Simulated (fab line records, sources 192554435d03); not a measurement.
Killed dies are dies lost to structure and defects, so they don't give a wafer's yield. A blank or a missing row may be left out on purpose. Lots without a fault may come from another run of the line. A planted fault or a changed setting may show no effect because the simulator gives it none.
fab line records | flow n5_finfet
record lots=7 wafers=21
route steps=1938 shown BEOL_M11@1546 BEOL_M12@1656 BEOL_M14@1716 BEOL_M15@1797
start_h: hours from the record's first day to the start of the lot's first wafer shown | wait_h: hours since the lot's step before | " the same as in the row above | L1.1+2: a row that stands for several wafers | - no value, or no start given | * or withheld: withheld | < > ~ a bound
route shown NAME@n: a module of which the file shows steps, and the number in the route of the first | usual: mean/standard deviation of fault-free wafers | same: alike in all rows | chamber/n: place in a boat | sites: the reading at each site | _std_site: their standard deviation | _edge_site: outer sites' mean less inner sites' | radius_mm: how far each site lies from the wafer's centre | mask NAME#n: copy n | behind: the tool/chamber that last shaped the wafer | hold: why the lot was held/for how many hours/how that ended | device: the transistor (n, p or np) that didn't switch | end of line: the same wafers' tests at the end of the route | a step without rows: its recipe alone | killed: dies lost to structure and defects at the first sort, not the wafer's yield | map: a wafer's dies, x killed, . not, _ none there
set.NAME: the setting as run; set.NAME@STEP: as run at that earlier step | model.NAME: the simulator's own value behind a step, which no gauge read
lots whose settings were changed on purpose; a table a step, a row a wafer
## steps
# step N5_BEOL_M11_EXPOSE_08
# recipe mask_id=M11 na=1.35 source_shape=dipole sigma_inner=0.411 sigma_outer=0.611 polarization=te dose_mj=53.75
# columns lot.wafer tool chamber start_h wait_h mask set.dose_mj
L074.1 arfi_scanner-01 0 218.92 - M11#0 53.75
L074.4+5 " 0 " " M11#0 50.29
L080.3+5 arfi_scanner-03 0 270.12 - M11#0 53.75
L080.6 " 0 " " M11#0 57.24
L083.1+2+6 arfi_scanner-01 0 275.55 - M11#0 53.75
L081.1+2+5 arfi_scanner-03 0 276.42 - M11#0 53.75
L084.3 arfi_scanner-02 0 293.29 - M11#0 51.13
L084.4+5 " 0 " " M11#0 53.75
L090.3 arfi_scanner-02 0 319.44 - M11#0 53.75
L090.4+5 " 0 " " M11#0 51.32
L097.1+4+6 arfi_scanner-03 0 359.86 - M11#0 53.75
# step N5_BEOL_M11_PEB_09
# recipe peb_temp_c=withheld peb_time_s=60 resist=CAR-ArF
# step N5_BEOL_M11_DEVELOP_10
# recipe develop_time_s=30 developer=TMAH resist=CAR-ArF rinse_liquid=diw dry=air_spin dev_temp_c=23
# step N5_BEOL_M11_CD_MEAS_11
# recipe target_cd_nm=64.1 landing_energy_ev=500 detector=se_inlens polarity=opening
# usual cd_nm=64.4/0.64
# columns lot.wafer tool chamber start_h wait_h set.dose_mj@BEOL_M11_EXPOSE_08 cd_nm
L074.1 cd_sem-02 0 219.05 - 53.75 64.7
L074.4 " 0 " " 50.29 60.4
L074.5 " 0 " " 50.29 61.0
L080.3 cd_sem-02 0 270.23 - 53.75 64.0
L080.5 " 0 " " 53.75 64.4
L080.6 " 0 " " 57.24 69.0
L083.1 cd_sem-02 0 275.67 - 53.75 65.3
L083.2 " 0 " " 53.75 63.2
L083.6 " 0 " " 53.75 64.1
L081.1 cd_sem-02 0 276.55 - 53.75 64.1
L081.2 " 0 " " 53.75 65.1
L081.5 " 0 " " 53.75 63.3
L084.3 cd_sem-03 0 293.41 - 51.13 62.1
L084.4 " 0 " " 53.75 63.8
L084.5 " 0 " " 53.75 64.2
L090.3 cd_sem-02 0 319.55 - 53.75 65.5
L090.4 " 0 " " 51.32 62.4
L090.5 " 0 " " 51.32 61.5
L097.1 cd_sem-02 0 359.99 - 53.75 63.5
L097.4 " 0 " " 53.75 64.1
L097.6 " 0 " " 53.75 65.4
# step N5_BEOL_M11_DESCUM_16
# recipe chemistry=O2 time_s=7.9 source_power_w=50 bias_power_w=20 pressure_mtorr=20 rf_frequency_hz=2.712e+07 temp_c=40 resist=CAR-ArF o2_flow_sccm=225
# step N5_BEOL_M11_ETCH_61
# recipe chemistry=CF4 target=SiARC target_depth_a=390 mask_material=CAR-ArF time_s=65 ion_energy_ev=80 pressure_mtorr=40 source_w=545 bias_w=36 Ar_flow_sccm=100 cf4_flow_sccm=100 ends=cleared
# columns lot.wafer tool chamber start_h wait_h set.dose_mj@BEOL_M11_EXPOSE_08 model.BEOL_M11.cd_offset_nm
L074.1 rie_diel-05 0 219.21 0.0 53.75 0.2
L074.4 " 3 " " 50.29 -4.2
L074.5 " 3 " " 50.29 -3.6
L080.3 rie_diel-02 2 270.36 0.0 53.75 -0.2
L080.5 " 0 " " 53.75 0.6
L080.6 " 3 " " 57.24 4.8
L083.1 rie_diel-03 3 275.80 0.0 53.75 1.8
L083.2 " 1 " " 53.75 -1.2
L083.6 " 1 " " 53.75 -0.4
L081.1 rie_diel-05 1 276.82 0.0 53.75 -0.4
L081.2 " 3 " " 53.75 0.8
L081.5 " 1 " " 53.75 -1.4
L084.3 rie_diel-02 2 293.93 0.0 51.13 -2.4
L084.4 " 1 " " 53.75 0.2
L084.5 " 3 " " 53.75 0
L090.3 rie_diel-02 1 319.86 0.0 53.75 1.6
L090.4 " 3 " " 51.32 -1.4
L090.5 " 3 " " 51.32 -2.4
L097.1 rie_diel-03 2 360.14 0.0 53.75 -0.6
L097.4 " 3 " " 53.75 0.8
L097.6 " 3 " " 53.75 1.4
# step N5_BEOL_M11_ETCH_62
# recipe chemistry=N2/H2 target=SOC target_depth_a=1100 overetch_a=220 mask_material=SiARC temp_c=40 time_s=165 ion_energy_ev=200 pressure_mtorr=30 source_w=840 bias_w=150 n2_flow_sccm=200 h2_flow_sccm=200
# columns lot.wafer tool chamber start_h wait_h set.spin_rpm@BEOL_M11_COAT_59 model.etch.depth_nm
L074.1 rie_diel-05 0 219.26 0.0 1500 100.6
L074.4 " 3 " " 1340 106.1
L074.5 " 3 " " 1340 106.2
L080.3+6 rie_diel-02 2,3 270.41 0.0 1500 100.2
L080.5 " 0 " " 1500 100.5
L083.1 rie_diel-03 3 275.85 0.0 1659 94.6
L083.2 " 1 " " 1500 99.86
L083.6 " 1 " " 1500 99.97
L081.1 rie_diel-05 1 276.87 0.0 1601 97.34
L081.2 " 3 " " 1500 100.4
L081.5 " 1 " " 1601 97.22
L084.3 rie_diel-02 2 293.98 0.0 1431 102.7
L084.4 " 1 " " 1500 100.3
L084.5 " 3 " " 1431 102.6
L090.3 rie_diel-02 1 319.91 0.0 1500 100.1
L090.4+5 " 3 " " 1500 99.88
L097.1 rie_diel-03 2 360.19 0.0 1500 99.83
L097.4 " 3 " " 1500 100
L097.6 " 3 " " 1500 99.85
# step N5_BEOL_M11_STRIP_68
# recipe chemistry=N2/H2 temp_c=40 n2_flow_sccm=200 h2_flow_sccm=200 rf_frequency_hz=6e+07
# step N5_BEOL_M11_STRIP_67
# recipe chemistry=CF4 resist=SiARC power_w=300 bias_power_w=75 pressure_mtorr=50 cf4_flow_sccm=150 rf_frequency_hz=6e+07
# step N5_BEOL_M11_HM_OPEN_17
# recipe chemistry=Cl2/BCl3 target_depth_a=200 overetch_a=60 target=TiN mask_material=SOC ion_energy_ev=150 pressure_mtorr=10 icp_w=1000 bias_w=126 Cl2_flow_sccm=53.25 bcl3_flow_sccm=21.75 Ar_flow_sccm=25
# columns lot.wafer tool chamber start_h wait_h set.spin_rpm@BEOL_M11_COAT_59 model.SOC_of_BEOL_M11_COAT_59.thk_nm
L074.1 rie_metal-03 0 219.45 0.0 1500 92.8
L074.4+5 " 0 " " 1340 98.2
L080.3+6 rie_metal-02 1 270.62 0.1 1500 92
L080.5 " 0 " " 1500 92.4
L083.1 rie_metal-03 0 276.08 0.1 1659 86.8
L083.2 " 1 " " 1500 91.8
L083.6 " 0 " " 1500 92.2
L081.1 rie_metal-02 0 277.06 0.0 1601 89.4
L081.2 " 1 " " 1500 92.2
L081.5 " 0 " " 1601 89.2
L084.3 rie_metal-03 1 294.20 0.1 1431 94.6
L084.4 " 0 " " 1500 92.4
L084.5 " 1 " " 1431 94.4
L090.3 rie_metal-02 0 320.12 0.1 1500 92.2
L090.4 " 1 " " 1500 91.6
L090.5 " 0 " " 1500 92
L097.1+4 rie_metal-03 0,1 360.38 0.0 1500 92
L097.6 " 1 " " 1500 91.8
# step N5_BEOL_M12_DEP_53
# recipe material=SiCN target_thk_a=300 temp_c=withheld precursor=3MS/NH3 pressure_torr=3 rf_w=675 time_s=10.5
# columns lot.wafer tool chamber start_h wait_h set.time_s model.SiCN_of_BEOL_M12_DEP_53.thk_nm
L074.1 pecvd-01 0 232.21 0.0 10.5 29.8
L074.4 " 2 " " 9.629 28
L074.5 " 0 " " 9.629 27.8
L080.3 pecvd-01 0 288.15 0.0 10.5 29.4
L080.5 " 1 " " 10.5 29.2
L080.6 " 0 " " 10.5 29.6
L083.1 pecvd-04 0 288.42 0.0 10.5 30.2
L083.2 " 2 " " 10.5 30.8
L083.6 " 0 " " 10.5 30.6
L081.1 pecvd-01 0 288.61 0.0 10.5 29.4
L081.2 " 2 " " 11.78 33.4
L081.5 " 1 " " 10.5 29.8
L084.3+5 pecvd-01 2,1 304.26 0.0 10.5 30.4
L084.4 " 2 " " 10.5 30.8
L090.3 pecvd-03 0 332.91 0.0 10.5 29.8
L090.4+5 " 0,1 " " 10.5 30
L097.1 pecvd-01 2 372.11 0.0 10.5 30.4
L097.4 " 0 " " 10.5 29.8
L097.6 " 2 " " 10.5 30.8
# step N5_BEOL_M14_ILD_DEP_00
# recipe material=SiO2 target_thk_a=11193 temp_c=400 precursor=TEOS/O2 pressure_torr=6.5 rf_w=900 teos_flow_sccm=161.4 gas=O2 flow_sccm=2650 time_s=237.4
# columns lot.wafer tool chamber start_h wait_h set.time_s model.SiO2_of_BEOL_M14_ILD_DEP_00.thk_nm
L074.1 pecvd-04 0 236.43 0.0 237.4 1116
L074.4 " 2 " " 237.4 1120
L074.5 " 1 " " 237.4 1126
L080.3 pecvd-01 0 294.31 0.0 223.7 1057
L080.5 " 1 " " 237.4 1119
L080.6 " 2 " " 237.4 1121
L083.1 pecvd-01 1 294.75 0.0 237.4 1102
L083.2 " 2 " " 237.4 1097
L083.6 " 2 " " 237.4 1117
L081.1 pecvd-04 1 294.85 0.0 204.9 968
L081.2 " 0 " " 204.9 941
L081.5 " 2 " " 237.4 1105
L084.3 pecvd-01 2 310.97 0.0 237.4 1090
L084.4 " 0 " " 237.4 1127
L084.5 " 2 " " 237.4 1123
L090.3 pecvd-02 0 341.34 0.0 204.9 981.4
L090.4 " 1 " " 204.9 1005
L090.5 " 0 " " 237.4 1141
L097.1 pecvd-02 1 376.61 0.0 237.4 1117
L097.4 " 1 " " 237.4 1135
L097.6 " 2 " " 237.4 1115
# step N5_BEOL_M14_THK_MEAS_01
# recipe reads=SiO2_of_BEOL_M14_ILD_DEP_00
# usual M14_ILD_THK=1116/16
# columns lot.wafer tool chamber start_h wait_h set.time_s@BEOL_M14_ILD_DEP_00 M14_ILD_THK[nm]
L074.1 film_metro-02 - 236.62 0.1 237.4 1117
L074.4 " - " " 237.4 1120
L074.5 " - " " 237.4 1125
L080.3 film_metro-02 - 294.50 0.1 223.7 1057
L080.5 " - " " 237.4 1119
L080.6 " - " " 237.4 1121
L083.1 film_metro-02 - 294.94 0.1 237.4 1102
L083.2 " - " " 237.4 1097
L083.6 " - " " 237.4 1117
L081.1 film_metro-01 - 295.04 0.1 204.9 968
L081.2 " - " " 204.9 941
L081.5 " - " " 237.4 1105
L084.3 film_metro-02 - 311.16 0.1 237.4 1091
L084.4 " - " " 237.4 1128
L084.5 " - " " 237.4 1123
L090.3 film_metro-01 - 341.53 0.1 204.9 982
L090.4 " - " " 204.9 1005
L090.5 " - " " 237.4 1141
L097.1 film_metro-02 - 376.80 0.1 237.4 1116
L097.4 " - " " 237.4 1136
L097.6 " - " " 237.4 1115
# step N5_BEOL_M14_COAT_58
# recipe resist=BARC temp_c=205 time_s=60 spin_rpm=1500 resist_thk_nm=89
# step N5_BEOL_M14_COAT_04
# recipe spin_rpm=1704 resist_thk_nm=800
# step N5_BEOL_M14_DESCUM_15
# recipe chemistry=O2 time_s=7.9 source_power_w=50 bias_power_w=20 pressure_mtorr=20 rf_frequency_hz=2.712e+07 temp_c=40 o2_flow_sccm=225
# step N5_BEOL_M14_ETCH_59
# recipe chemistry=N2/H2 target=BARC target_depth_a=890 overetch_a=267 time_s=67.9 ion_energy_ev=200 pressure_mtorr=30 source_w=840 bias_w=150 n2_flow_sccm=200 h2_flow_sccm=200
# step N5_BEOL_M14_VIA_ETCH_16
# recipe chemistry=C4F8/O2/Ar target=SiO2 he_inner_torr=15 he_outer_torr=30 target_depth_a=12313 time_s=withheld ion_energy_ev=800 pressure_mtorr=20 source_w=1905 bias_w=2040 Ar_flow_sccm=400 C4F8_flow_sccm=16 O2_flow_sccm=12 ends=cleared
# columns lot.wafer tool chamber start_h wait_h set.time_s@BEOL_M14_ILD_DEP_00 model.etch.depth_nm model.coat_of_BEOL_M14_COAT_04.thk_nm
L074.1 rie_diel-06 3 237.23 0.0 * 1116 455.4
L074.4 " 2 " " * 1120 455
L074.5 " 0 " " * 1126 455.8
L080.3 rie_diel-01 1 295.16 0.0 * 1057 474
L080.5 " 2 " " * 1119 463.4
L080.6 " 3 " " * 1121 455.8
L083.1 rie_diel-04 0 296.40 0.0 * 1102 460
L083.2 " 3 " " * 1097 463
L083.6 " 3 " " * 1117 456.4
L081.1 rie_diel-01 2 296.49 0.0 * 968.1 499
L081.2 " 1 " " * 941 507
L081.5 " 1 " " * 1105 466.2
L084.3 rie_diel-04 0 311.64 0.0 * 1090 459
L084.4 " 3 " " * 1127 453.4
L084.5 " 2 " " * 1123 458.6
L090.3 rie_diel-06 3 342.13 0.0 * 981.4 486
L090.4 " 0 " " * 1005 484.8
L090.5 " 1 " " * 1141 449.2
L097.1 rie_diel-01 3 377.41 0.0 * 1117 457.2
L097.4 " 0 " " * 1135 447.4
L097.6 " 3 " " * 1115 461
# step N5_BEOL_M14_SPUTTER_44
# recipe material=Ta target_thk_a=150 temp_c=50 bias_v=80 power_w=15000 chamber_pressure_pa=0.07 time_s=24.19
# columns lot.wafer tool chamber start_h wait_h set.power_w model.Ta_of_BEOL_M14_SPUTTER_44.thk_nm
L074.1 pvd_sputter-02 - 242.03 0.0 12960 12.8
L074.4 " - " " 12960 13
L074.5 " - " " 15000 14.8
L080.3+5 pvd_sputter-01 - 299.89 0.0 15000 15.2
L080.6 " - " " 15000 15.4
L083.1 pvd_sputter-03 - 300.14 0.0 15000 14.8
L083.2 " - " " 17680 17.8
L083.6 " - " " 15000 15.4
L081.1+5 pvd_sputter-03 - 302.78 0.0 17260 17.2
L081.2 " - " " 15000 15.4
L084.3+5 pvd_sputter-01 - 313.71 0.0 15000 15.2
L084.4 " - " " 12980 13.2
L090.3+5 pvd_sputter-02 - 344.34 0.0 15000 15
L090.4 " - " " 12810 12.8
L097.1+6 pvd_sputter-02 - 380.45 0.0 15000 14.8
L097.4 " - " " 15000 15
# step N5_BEOL_M15_COAT_22
# recipe spin_rpm=1704 resist_thk_nm=800
# columns lot.wafer tool chamber start_h wait_h set.spin_rpm model.coat_of_BEOL_M15_COAT_22.thk_nm
L074.1 litho_track-02 0 - - 1704 801.6
L074.4 " 0 " " 1837 773.2
L074.5 " 0 " " 1837 772.4
L080.3 litho_track-01 0 - - 1704 802.4
L080.5 " 0 " " 1764 790.8
L080.6 " 0 " " 1764 789.4
L083.1 litho_track-01 0 - - 1796 781.6
L083.2 " 0 " " 1796 782
L083.6 " 0 " " 1704 804.4
L081.1 litho_track-05 0 - - 1870 764
L081.2 " 0 " " 1704 799.8
L081.5 " 0 " " 1870 760.6
L084.3 litho_track-02 0 - - 1704 799.8
L084.4 " 0 " " 1704 797.4
L084.5 " 0 " " 1704 801.4
L090.3 litho_track-05 0 - - 1704 802.2
L090.4 " 0 " " 1704 802
L090.5 " 0 " " 1704 803.2
L097.1 litho_track-02 0 - - 1704 801.8
L097.4 " 0 " " 1704 798.8
L097.6 " 0 " " 1704 799
# step N5_BEOL_M15_ETCH_61
# recipe chemistry=N2/H2 target=BARC target_depth_a=890 overetch_a=267 time_s=67.9 ion_energy_ev=200 pressure_mtorr=30 source_w=840 bias_w=150 n2_flow_sccm=200 h2_flow_sccm=200
# columns lot.wafer tool chamber start_h wait_h set.time_s set.spin_rpm@BEOL_M15_COAT_22 model.coat_of_BEOL_M15_COAT_22.thk_nm
L074.1 rie_diel-05 2 245.92 0.0 67.9 1704 717.6
L074.4 " 0 " " 67.9 1837 692.6
L074.5 " 0 " " 78.01 1837 682.6
L080.3 rie_diel-02 0 303.38 0.0 67.9 1704 717.4
L080.5 " 2 " " 62.17 1764 716.4
L080.6 " 3 " " 67.9 1764 709.2
L083.1 rie_diel-03 2 303.79 0.0 80.8 1796 686.4
L083.2 " 0 " " 67.9 1796 698.2
L083.6 " 1 " " 67.9 1704 719.6
L081.1 rie_diel-03 3 307.23 0.0 57.05 1870 690.6
L081.2 " 0 " " 67.9 1704 715.4
L081.5 " 0 " " 57.05 1870 687
L084.3 rie_diel-02 1 317.04 0.0 82.01 1704 702.8
L084.4 " 3 " " 82.01 1704 704
L084.5 " 3 " " 67.9 1704 720.4
L090.3 rie_diel-03 2 348.22 0.0 62.16 1704 724.8
L090.4 " 1 " " 67.9 1704 717
L090.5 " 3 " " 67.9 1704 719.8
L097.1 rie_diel-03 2 385.17 0.0 67.9 1704 720
L097.4+6 " 1,0 " " 67.9 1704 715.8
## key
split step=N5_BEOL_M11_EXPOSE_08 setting=dose_mj stated=53.75 by=wafer
response step=N5_BEOL_M11_CD_MEAS_11 reading=cd_nm change=+0.643 per=1% r=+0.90
response step=N5_BEOL_M11_ETCH_61 reading=model.BEOL_M11.cd_offset_nm change=+0.659 per=1% r=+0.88
split step=N5_BEOL_M12_DEP_53 setting=time_s stated=10.5 by=wafer
response step=N5_BEOL_M12_DEP_53 reading=model.SiCN_of_BEOL_M12_DEP_53.thk_nm change=+0.286 per=1% r=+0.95
split step=N5_BEOL_M14_ILD_DEP_00 setting=time_s stated=237.4 by=wafer
response step=N5_BEOL_M14_ILD_DEP_00 reading=model.SiO2_of_BEOL_M14_ILD_DEP_00.thk_nm change=+10.9 per=1% r=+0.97
response step=N5_BEOL_M14_THK_MEAS_01 reading=M14_ILD_THK change=+10.9 per=1% r=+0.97
response step=N5_BEOL_M14_VIA_ETCH_16 reading=model.etch.depth_nm change=+10.9 per=1% r=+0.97
response step=N5_BEOL_M14_VIA_ETCH_16 reading=model.coat_of_BEOL_M14_COAT_04.thk_nm change=-2.65 per=1% r=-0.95
split step=N5_BEOL_M14_SPUTTER_44 setting=power_w stated=15000 by=wafer
response step=N5_BEOL_M14_SPUTTER_44 reading=model.Ta_of_BEOL_M14_SPUTTER_44.thk_nm change=+0.142 per=1% r=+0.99
split step=N5_BEOL_M15_COAT_22 setting=spin_rpm stated=1704 by=wafer
response step=N5_BEOL_M15_COAT_22 reading=model.coat_of_BEOL_M15_COAT_22.thk_nm change=-3.83 per=1% r=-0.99
response step=N5_BEOL_M15_ETCH_61 reading=model.coat_of_BEOL_M15_COAT_22.thk_nm change=-3.33 per=1% r=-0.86
split step=N5_BEOL_M15_ETCH_61 setting=time_s stated=67.9 by=wafer
response step=N5_BEOL_M15_ETCH_61 reading=model.coat_of_BEOL_M15_COAT_22.thk_nm slope=-0.699 per=1% together_with=spin_rpm@BEOL_M15_COAT_22 explained=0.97
split outside_this_file step=N5_BEOL_M11_COAT_59 setting=spin_rpm
# split outside_this_file: this setting was split too, and the file shows its column; the key of that split is in another file
